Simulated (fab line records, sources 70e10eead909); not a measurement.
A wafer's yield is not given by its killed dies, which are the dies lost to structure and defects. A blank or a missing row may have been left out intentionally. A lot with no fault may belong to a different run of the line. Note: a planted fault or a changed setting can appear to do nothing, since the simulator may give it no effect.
fab line records + flow nandHarc
[record]
- lots = 6
- wafers = 18
- lastDay = 32
route steps=1302 shown P_M1@311 P_M2@318 END@1302
lots untouched by any fault: they come from a run of this same line in which no faults occurred
startH: the number of hours between the record's first day and the start of the first shown wafer of the lot + waitH: time in hours since the lot's previous step + " the same as in the row above + L1.1+2: a single row standing in for several wafers + - either no value or no given start + * or withheld: withheld + < > ~ a bound
route shown NAME@n: NAME is a module with steps in the file, n the number in the route of the first one + usual: mean/standard deviation taken from wafers without a fault + same: alike in all rows + chamber/n: place in a boat + sites: the reading at each site + _std_site: the values' standard deviation + _edge_site: inner sites' mean taken away from outer sites' mean + radiusMm: for every site, how far away it sits from the centre of the wafer + mask NAME#n: copy n + behind: the tool/chamber that last shaped the wafer + hold: the reason the lot was held/the length of the hold in hours/how it ended + device: the transistor (n, p or np) that didn't switch + end of line: the tests these same wafers got at the end of their route + step lacking rows: just its recipe + killed: not the wafer's yield, but the dies lost to structure and defects at the first sort + map: a wafer's dies, x killed, . not, _ none there
set.NAME: the run value of the setting; set.NAME@STEP: its run value at that earlier step + model.NAME: the simulator's own value behind a step, which no gauge read
lots seen at some steps along the route; tables by step, rows by wafer
services: a tool's chamber out of use, with start hour (startH, from the record's first day; less than 0 if before it), hours out, and reason
[[steps]]
[step NHARC_P_M1_CMP_23]
[recipe]
- tOverpolishS = 20
- targetThkNm = 157.82
[usual]
- motorCurrentA = 12.4/0.77
- padLifeWafers = 191/91
- timeToEndpointS = 29.3/2.2
| lot.wafer | tool   | chamber | startH | waitH | motorCurrentA | padLifeWafers | timeToEndpointS |
|-----------|--------|---------|--------|-------|---------------|---------------|-----------------|
| L537.4    | cmp-03 | 0       | 124.27 | -     | 13.7          | 206           | 30.3            |
| L537.3    | "      | 1       | "      | "     | 12.4          | 207           | 27.3            |
| L537.5    | "      | 3       | "      | "     | 10.8          | -             | 30.7            |
| L538.2    | cmp-03 | 1       | 145.00 | -     | 13.4          | 294           | 31.5            |
| L538.1    | "      | 3       | "      | "     | 11.4          | 296           | 29.1            |
| L538.5    | "      | 2       | "      | "     | 11.2          | -             | 26.6            |
| L547.1    | cmp-02 | 0       | 238.78 | -     | 12.8          | 6             | 27.5            |
| L547.6    | "      | 0       | "      | "     | 13.1          | -             | 28.1            |
| L547.5    | "      | 1       | "      | "     | 13.6          | -             | 26.1            |
| L549.3    | cmp-01 | 0       | 252.70 | -     | 13.6          | 241           | 33.3            |
| L549.4    | "      | 2       | "      | "     | 12.1          | 243           | 29.2            |
| L549.5    | "      | 0       | "      | "     | 13.1          | -             | 35.0            |
| L553.4    | cmp-03 | 2       | 286.21 | -     | 10.8          | 90            | 24.7            |
| L553.1    | "      | 3       | "      | "     | 11.8          | 91            | 29.4            |
| L553.6    | "      | 3       | "      | "     | 11.4          | -             | 29.2            |
| L557.3    | cmp-02 | 3       | 327.00 | -     | 11.5          | 337           | 29.5            |
| L557.4    | "      | 0       | "      | "     | 12.6          | 338           | 30.7            |
| L557.1    | "      | 1       | "      | "     | 13.2          | 339           | 31.7            |
[step NHARC_P_M1_THK_MEAS_24]
[recipe]
- thkMeasGauge = xrf
[usual]
- thkNm = 157.9/1.6
| lot.wafer | tool         | chamber | startH | waitH | thkNm |
|-----------|--------------|---------|--------|-------|-------|
| L537.3    | filmMetro-02 | -       | 124.53 | -     | 159.7 |
| L537.4    | "            | -       | "      | "     | 158.1 |
| L537.5    | "            | -       | "      | "     | 159.3 |
| L538.1    | filmMetro-02 | -       | 145.32 | -     | 158.7 |
| L538.2    | "            | -       | "      | "     | 157.6 |
| L538.5    | "            | -       | "      | "     | 157.8 |
| L547.1    | filmMetro-02 | -       | 239.10 | -     | 157.6 |
| L547.5    | "            | -       | "      | "     | 156.8 |
| L547.6    | "            | -       | "      | "     | 156.3 |
| L549.3    | filmMetro-02 | -       | 252.99 | -     | 159.5 |
| L549.4    | "            | -       | "      | "     | 160.0 |
| L549.5    | "            | -       | "      | "     | 159.9 |
| L553.1    | filmMetro-02 | -       | 286.52 | -     | 157.0 |
| L553.4    | "            | -       | "      | "     | 156.0 |
| L553.6    | "            | -       | "      | "     | 157.8 |
| L557.1    | filmMetro-01 | -       | 327.29 | -     | 157.9 |
| L557.3    | "            | -       | "      | "     | 158.6 |
| L557.4    | "            | -       | "      | "     | 158.2 |
[step NHARC_P_M1_SRD_25]
[step NHARC_P_M1_INSPECT_27]
[usual]
- rawDefectCount = 290/120
| lot.wafer | tool             | chamber | startH | waitH | rawDefectCount |
|-----------|------------------|---------|--------|-------|----------------|
| L537.3    | defectInspect-02 | -       | 124.78 | 0.0   | 229            |
| L537.4    | "                | -       | "      | "     | 158            |
| L537.5    | "                | -       | "      | "     | 198            |
| L538.1    | defectInspect-01 | -       | 145.47 | 0.0   | 276            |
| L538.2    | "                | -       | "      | "     | 153            |
| L538.5    | "                | -       | "      | "     | 289            |
| L547.1    | defectInspect-02 | -       | 239.25 | 0.0   | 382            |
| L547.5    | "                | -       | "      | "     | 433            |
| L547.6    | "                | -       | "      | "     | 428            |
| L549.3    | defectInspect-02 | -       | 253.15 | 0.0   | 363            |
| L549.4    | "                | -       | "      | "     | 346            |
| L549.5    | "                | -       | "      | "     | 226            |
| L553.1    | defectInspect-02 | -       | 286.68 | 0.0   | 257            |
| L553.4    | "                | -       | "      | "     | 457            |
| L553.6    | "                | -       | "      | "     | 593            |
| L557.1    | defectInspect-01 | -       | 327.45 | 0.0   | 567            |
| L557.3    | "                | -       | "      | "     | 425            |
| L557.4    | "                | -       | "      | "     | 445            |
[step NHARC_P_M1_PRE_CLEAN_32]
[recipe]
- timeS = 12
- tempC = 370
- rfPowerW = 300
- gas = NH3
[usual]
- heaterPowerW = 612/55
| lot.wafer | tool     | chamber | startH | waitH | heaterPowerW |
|-----------|----------|---------|--------|-------|--------------|
| L537.3    | pecvd-02 | 1       | 124.86 | 0.1   | 603          |
| L537.5    | "        | 1       | "      | "     | 605          |
| L537.4    | "        | 2       | "      | "     | 660          |
| L538.1    | pecvd-04 | 1       | 145.55 | 0.1   | 746          |
| L538.2    | "        | 2       | "      | "     | 563          |
| L538.5    | "        | 1       | "      | "     | 752          |
| L547.1    | pecvd-04 | 0       | 239.33 | 0.1   | 537          |
| L547.5    | "        | 2       | "      | "     | 543          |
| L547.6    | "        | 1       | "      | "     | 701          |
| L549.3    | pecvd-01 | 2       | 253.23 | 0.1   | 649          |
| L549.5    | "        | 1       | "      | "     | 608          |
| L549.4    | "        | 0       | "      | "     | 498          |
| L553.1    | pecvd-02 | 1       | 286.77 | 0.1   | 623          |
| L553.6    | "        | 0       | "      | "     | 596          |
| L553.4    | "        | 1       | "      | "     | 612          |
| L557.3    | pecvd-01 | 2       | 327.52 | 0.1   | 574          |
| L557.1    | "        | 1       | "      | "     | 632          |
| L557.4    | "        | 0       | "      | "     | 582          |
[step NHARC_P_M1_DEP_33]
[recipe]
- targetThkA = 300
- tempC = 370
- targetThkNm = 30
- pressureTorr = 3
- flowSccm = 200
- rfW = 450
- material = SiCN
[usual]
- heaterPowerW = 563/60
| lot.wafer | tool     | chamber | startH | waitH | heaterPowerW |
|-----------|----------|---------|--------|-------|--------------|
| L537.3    | pecvd-02 | 1       | 124.97 | 0.1   | 516          |
| L537.5    | "        | 1       | "      | "     | 528          |
| L537.4    | "        | 2       | "      | "     | 634          |
| L538.1    | pecvd-04 | 1       | 145.66 | 0.1   | 663          |
| L538.2    | "        | 2       | "      | "     | 492          |
| L538.5    | "        | 1       | "      | "     | 652          |
| L547.1    | pecvd-04 | 0       | 239.44 | 0.1   | 545          |
| L547.5    | "        | 2       | "      | "     | 529          |
| L547.6    | "        | 1       | "      | "     | 702          |
| L549.3    | pecvd-01 | 2       | 253.34 | 0.1   | 641          |
| L549.5    | "        | 1       | "      | "     | 605          |
| L549.4    | "        | 0       | "      | "     | 470          |
| L553.1    | pecvd-02 | 1       | 286.91 | 0.1   | 538          |
| L553.6    | "        | 0       | "      | "     | 562          |
| L553.4    | "        | 1       | "      | "     | 539          |
| L557.3    | pecvd-01 | 2       | 327.59 | 0.1   | 612          |
| L557.1    | "        | 1       | "      | "     | 480          |
| L557.4    | "        | 0       | "      | "     | 514          |
[step NHARC_P_M2_DEP_00]
[recipe]
- targetThkA = 1825
- targetThkNm = 182.5
- tempC = withheld
- pressureTorr = 5
- flowSccm = 200
- rfW = 600
- material = SiOC
[step NHARC_P_M2_DEHYDRATE_01]
[recipe]
- tempC = 150
- timeS = 120
[step NHARC_P_M2_HMDS_02]
[recipe]
- timeS = 30
[step NHARC_P_M2_COAT_34]
[recipe]
- tempC = 200
- timeS = 65
[step NHARC_P_M2_COAT_03]
[recipe]
- spinRpm = 1500
- resistThkNm = 90
[step NHARC_P_M2_SOFTBAKE_04]
[recipe]
- tempC = 105
- timeS = 55
[usual]
- heaterPowerTotalW = 188.46/0.14
| lot.wafer | tool          | chamber | startH | waitH | heaterPowerTotalW |
|-----------|---------------|---------|--------|-------|-------------------|
| L537.3    | lithoTrack-06 | 0       | 125    | -     | 188.56            |
| L537.4    | "             | 0       | "      | "     | 188.67            |
| L537.5    | "             | 0       | "      | "     | 188.59            |
| L538.1    | lithoTrack-04 | 0       | 146    | -     | 188.69            |
| L538.2    | "             | 0       | "      | "     | 188.32            |
| L538.5    | "             | 0       | "      | "     | 188.37            |
| L547.1    | lithoTrack-04 | 0       | 240    | -     | 212.54            |
| L547.5    | "             | 0       | "      | "     | 212.90            |
| L547.6    | "             | 0       | "      | "     | 212.61            |
| L549.3    | lithoTrack-04 | 0       | 254    | -     | 212.47            |
| L549.4    | "             | 0       | "      | "     | 212.42            |
| L549.5    | "             | 0       | "      | "     | 212.60            |
| L553.1    | lithoTrack-06 | 0       | 287    | -     | 188.32            |
| L553.4    | "             | 0       | "      | "     | 188.39            |
| L553.6    | "             | 0       | "      | "     | 188.74            |
| L557.1    | lithoTrack-06 | 0       | 328    | -     | 188.41            |
| L557.3    | "             | 0       | "      | "     | 188.44            |
| L557.4    | "             | 0       | "      | "     | 188.44            |
[step NHARC_P_M2_EBR_05]
[step NHARC_END_SORT_01]
[recipe]
- tempC = 25
[usual]
- defectLimitedYield = 91/3.2
- killedAtArray = 53/21
- killedAtOther = 1.1/1.5
- killedAtPeriphery = 3.9/2.7
- killedDies = 58/21
- killedOpen = 3.4/1.9
- killedShort = 2.3/1.5
[same]
- grossDies = 677
| lot.wafer | tool      | chamber | startH | waitH | defectLimitedYield[%] | killedAtArray | killedAtOther | killedAtPeriphery | killedDies | killedOpen | killedShort |
|-----------|-----------|---------|--------|-------|-----------------------|---------------|---------------|-------------------|------------|------------|-------------|
| L537.3    | prober-02 | 0       | 548.77 | 3.1   | 93                    | 44            | 1             | 1                 | 46         | 1          | 2           |
| L537.4    | prober-02 | 0       | 549.58 | 3.4   | 92                    | 52            | 1             | 1                 | 54         | 2          | 2           |
| L537.5    | prober-02 | 0       | 550.39 | 3.7   | 92                    | 44            | 3             | 4                 | 51         | 5          | 3           |
| L538.1    | prober-01 | 0       | 580.93 | 2.5   | 90                    | 67            | 1             | 1                 | 69         | 1          | 0           |
| L538.2    | prober-01 | 0       | 581.73 | 2.8   | 87                    | 80            | 2             | 4                 | 86         | 3          | 1           |
| L538.5    | prober-01 | 0       | 584.16 | 3.7   | 87                    | 84            | 1             | 4                 | 89         | 4          | 3           |
| L547.1    | prober-02 | 0       | 677.42 | 2.5   | 90                    | 57            | 1             | 7                 | 65         | 4          | 1           |
| L547.5    | prober-02 | 0       | 680.64 | 3.7   | 91                    | 53            | 0             | 5                 | 58         | 4          | 2           |
| L547.6    | prober-02 | 0       | 681.44 | 4.0   | 91                    | 57            | 0             | 1                 | 58         | 2          | 2           |
| L549.3    | prober-02 | 0       | 697.37 | 3.1   | 88                    | 75            | 1             | 4                 | 80         | 7          | 3           |
| L549.4    | prober-02 | 0       | 698.18 | 3.4   | 90                    | 66            | 0             | 2                 | 68         | 1          | 2           |
| L549.5    | prober-02 | 0       | 698.99 | 3.7   | 88                    | 80            | 0             | 1                 | 81         | 5          | 3           |
| L553.1    | prober-01 | 0       | 701.01 | 2.5   | 87                    | 85            | 0             | 3                 | 88         | 1          | 3           |
| L553.4    | prober-01 | 0       | 703.39 | 3.4   | 88                    | 76            | 0             | 5                 | 81         | 7          | 1           |
| L553.6    | prober-01 | 0       | 704.98 | 4.0   | 88                    | 80            | 0             | 1                 | 81         | 3          | 3           |
| L557.1    | prober-02 | 0       | 767.22 | 2.5   | 88                    | 80            | 1             | 2                 | 83         | 4          | 2           |
| L557.3    | prober-02 | 0       | 768.81 | 3.1   | 89                    | 71            | 1             | 4                 | 76         | 6          | 0           |
| L557.4    | prober-02 | 0       | 769.60 | 3.4   | 87                    | 83            | 1             | 2                 | 86         | 2          | 3           |
// killed by level:class
L537.3 A_CHANNEL_HOLE_D1:chamberFilmFlake=30 A_CONTACT:chamberFilmFlake=6 A_CHANNEL_HOLE_D2:chamberFilmFlake=5 P_CONTACT:geometricParticle:open=1 A_ONON_D2:geometricParticle:short=1 A_M0:geometricParticle:short=1 A_BONDPAD:chamberFilmFlake=1 THIN_TSV:chamberFilmFlake=1
L537.4 A_CHANNEL_HOLE_D1:chamberFilmFlake=39 A_CONTACT:chamberFilmFlake=5 A_CHANNEL_HOLE_D2:chamberFilmFlake=2 A_ONON_D2:geometricParticle:open=1 A_CHANNEL_FILL_D2:geometricParticle:short=1 A_M0:geometricParticle:short=1 A_M0:geometricParticle:open=1 P_ZERO_WELL:chamberFilmFlake=1
L537.5 A_CHANNEL_HOLE_D1:chamberFilmFlake=21 A_CONTACT:chamberFilmFlake=6 A_CHANNEL_HOLE_D2:chamberFilmFlake=5 THIN_TSV:chamberFilmFlake=3 P_M0:geometricParticle:open=2 A_CHANNEL_FILL_D2:chamberFilmFlake=2 P_CONTACT:geometricParticle:open=1 A_CHANNEL_FILL_D1:geometricParticle:short=1
L538.1 A_CHANNEL_HOLE_D1:chamberFilmFlake=29 A_SLIT:chamberFilmFlake=24 A_CHANNEL_HOLE_D2:chamberFilmFlake=5 A_CONTACT:chamberFilmFlake=4 A_CHANNEL_FILL_D1:chamberFilmFlake=2 A_M0:geometricParticle:open=1 P_GATE:chamberFilmFlake=1 A_DECK1_JOINT:chamberFilmFlake=1
L538.2 A_CHANNEL_HOLE_D1:chamberFilmFlake=44 A_SLIT:chamberFilmFlake=19 A_CONTACT:chamberFilmFlake=8 A_CHANNEL_FILL_D2:geometricParticle:open=2 P_GATE:chamberFilmFlake=2 A_ZERO_WELL:chamberFilmFlake=2 A_CHANNEL_HOLE_D2:chamberFilmFlake=2 A_CHANNEL_FILL_D1:geometricParticle:short=1
L538.5 A_CHANNEL_HOLE_D1:chamberFilmFlake=37 A_SLIT:chamberFilmFlake=33 A_CHANNEL_HOLE_D2:chamberFilmFlake=4 A_CONTACT:chamberFilmFlake=4 P_M0:geometricParticle:short=2 P_BONDPAD:geometricParticle:open=1 A_DECK1_JOINT:geometricParticle:open=1 A_CHANNEL_FILL_D2:geometricParticle:open=1
L547.1 A_CHANNEL_HOLE_D1:chamberFilmFlake=26 A_CHANNEL_HOLE_D2:chamberFilmFlake=20 A_STAIRCASE:chamberFilmFlake=4 A_CONTACT:chamberFilmFlake=2 P_CONTACT:geometricParticle:short=1 P_CONTACT:geometricParticle:open=1 P_M0:geometricParticle:open=1 A_SGD_CUT:geometricParticle:open=1
L547.5 A_CHANNEL_HOLE_D1:chamberFilmFlake=24 A_CHANNEL_HOLE_D2:chamberFilmFlake=14 A_CONTACT:chamberFilmFlake=4 A_STAIRCASE:chamberFilmFlake=4 P_BONDPAD:chamberFilmFlake=1 P_CONTACT:geometricParticle:open=1 A_ONON_D1:geometricParticle:short=1 A_DECK1_JOINT:geometricParticle:open=1
L547.6 A_CHANNEL_HOLE_D1:chamberFilmFlake=35 A_CHANNEL_HOLE_D2:chamberFilmFlake=13 A_STAIRCASE:chamberFilmFlake=2 A_ONON_D1:geometricParticle:open=1 A_ONON_D2:geometricParticle:open=1 A_SGD_CUT:geometricParticle:short=1 A_WL_FILL:geometricParticle:short=1 P_CONTACT:chamberFilmFlake=1
L549.3 A_CHANNEL_HOLE_D1:chamberFilmFlake=32 A_SLIT:chamberFilmFlake=28 A_CONTACT:chamberFilmFlake=6 P_CONTACT:geometricParticle:open=2 A_CHANNEL_FILL_D1:geometricParticle:short=2 A_ZERO_WELL:chamberFilmFlake=2 A_WL_FILL:chamberFilmFlake=2 P_GATE:geometricParticle:open=1
L549.4 A_SLIT:chamberFilmFlake=28 A_CHANNEL_HOLE_D1:chamberFilmFlake=25 A_CONTACT:chamberFilmFlake=7 P_M0:geometricParticle:open=1 A_SOURCE_PLATE:geometricParticle:short=1 A_SGD_CUT:geometricParticle:short=1 P_CONTACT:chamberFilmFlake=1 A_ZERO_WELL:chamberFilmFlake=1
L549.5 A_CHANNEL_HOLE_D1:chamberFilmFlake=38 A_SLIT:chamberFilmFlake=27 A_WL_FILL:chamberFilmFlake=3 A_CHANNEL_FILL_D1:geometricParticle:open=2 A_CONTACT:chamberFilmFlake=2 A_BONDPAD:chamberFilmFlake=2 P_GATE:geometricParticle:open=1 A_DECK1_JOINT:geometricParticle:short=1
L553.1 A_SLIT:chamberFilmFlake=28 A_CHANNEL_HOLE_D2:chamberFilmFlake=25 A_CHANNEL_HOLE_D1:chamberFilmFlake=12 A_CONTACT:chamberFilmFlake=9 A_CHANNEL_FILL_D1:chamberFilmFlake=4 A_SGD_CUT:chamberFilmFlake=2 P_M1:geometricParticle:open=1 A_CHANNEL_FILL_D1:geometricParticle:short=1
L553.4 A_SLIT:chamberFilmFlake=29 A_CHANNEL_HOLE_D2:chamberFilmFlake=14 A_CHANNEL_HOLE_D1:chamberFilmFlake=10 A_CONTACT:chamberFilmFlake=10 P_STI:chamberFilmFlake=3 A_SGD_CUT:chamberFilmFlake=3 P_M0:geometricParticle:open=2 A_CHANNEL_FILL_D1:chamberFilmFlake=2
L553.6 A_SLIT:chamberFilmFlake=27 A_CHANNEL_HOLE_D2:chamberFilmFlake=20 A_CONTACT:chamberFilmFlake=12 A_CHANNEL_HOLE_D1:chamberFilmFlake=10 A_SGD_CUT:chamberFilmFlake=3 A_SOURCE_PLATE:geometricParticle:short=2 A_CHANNEL_FILL_D1:geometricParticle:open=1 A_CHANNEL_FILL_D2:geometricParticle:short=1
L557.1 A_SLIT:chamberFilmFlake=32 A_CHANNEL_HOLE_D2:chamberFilmFlake=24 A_CHANNEL_HOLE_D1:chamberFilmFlake=7 A_M1:chamberFilmFlake=4 A_WL_FILL:chamberFilmFlake=3 A_DECK1_JOINT:chamberFilmFlake=3 A_STAIRCASE:chamberFilmFlake=3 P_GATE:geometricParticle:open=1
L557.3 A_SLIT:chamberFilmFlake=28 A_CHANNEL_HOLE_D2:chamberFilmFlake=20 A_CHANNEL_HOLE_D1:chamberFilmFlake=8 P_GATE:chamberFilmFlake=3 A_SGD_CUT:geometricParticle:open=2 A_DECK1_JOINT:chamberFilmFlake=2 A_STAIRCASE:chamberFilmFlake=2 A_WL_FILL:chamberFilmFlake=2
L557.4 A_SLIT:chamberFilmFlake=30 A_CHANNEL_HOLE_D2:chamberFilmFlake=26 A_CHANNEL_HOLE_D1:chamberFilmFlake=10 A_M1:chamberFilmFlake=4 A_CONTACT:chamberFilmFlake=3 A_CHANNEL_HOLE_D2:geometricParticle:open=2 A_WL_FILL:chamberFilmFlake=2 A_DECK1_JOINT:geometricParticle:short=1
[[services]]
| tool          | chamber | startH | hours | kind   |
|---------------|---------|--------|-------|--------|
| cmp-01        | -       | 111.04 | 0.7   | repair |
| cmp-03        | -       | 111.27 | 2.5   | repair |
| cmp-01        | -       | 121.12 | 0.6   | repair |
| cmp-01        | -       | 122.99 | 3.2   | repair |
| pecvd-01      | -       | 130.00 | 13.0  | pm     |
| cmp-02        | -       | 134.50 | 4.0   | pm     |
| cmp-01        | -       | 147.91 | 0.4   | repair |
| cmp-03        | -       | 162.79 | 4.0   | pm     |
| lithoTrack-06 | -       | 179.00 | 7.0   | pm     |
| cmp-01        | -       | 185.50 | 4.0   | pm     |
| lithoTrack-04 | -       | 203.00 | 7.0   | pm     |
| cmp-02        | -       | 212.42 | 1.0   | repair |
| pecvd-02      | -       | 227.06 | 13.0  | pm     |
| cmp-02        | -       | 232.53 | 4.0   | pm     |
| pecvd-01      | -       | 249.15 | 0.8   | repair |
| pecvd-04      | -       | 257.48 | 0.5   | repair |
| pecvd-04      | 2       | 258.07 | 5.4   | repair |
| cmp-03        | -       | 260.79 | 4.0   | pm     |
| pecvd-04      | -       | 269.26 | 13.0  | pm     |
| cmp-02        | -       | 276.09 | 0.4   | repair |
| cmp-01        | -       | 283.50 | 4.0   | pm     |
| pecvd-04      | -       | 297.73 | 1.1   | repair |
| pecvd-01      | -       | 311.00 | 13.0  | pm     |
| cmp-01        | -       | 312.56 | 1.2   | repair |
[[key]]
[firstSign]
- step = NHARC_P_M2_SOFTBAKE_04
- reading = heaterPowerTotalW
- direction = up
- sigmas = 99+
- usual = *
- struck = *
effect none on later readings
metAt NHARC_P_M2_SOFTBAKE_04
struckWafers L547.1,L547.5,L547.6,L549.3,L549.4,L549.5
onsetBetween 146 240
[fault]
- kind = processParameterDrift
- tool = lithoTrack-04
- chamber = -
- onsetH = 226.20
- steps = NHARC_P_M2_SOFTBAKE_04
- channel = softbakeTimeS
- offset = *
- shape = step
- endH = 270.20
- actsIn = *
- stated = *
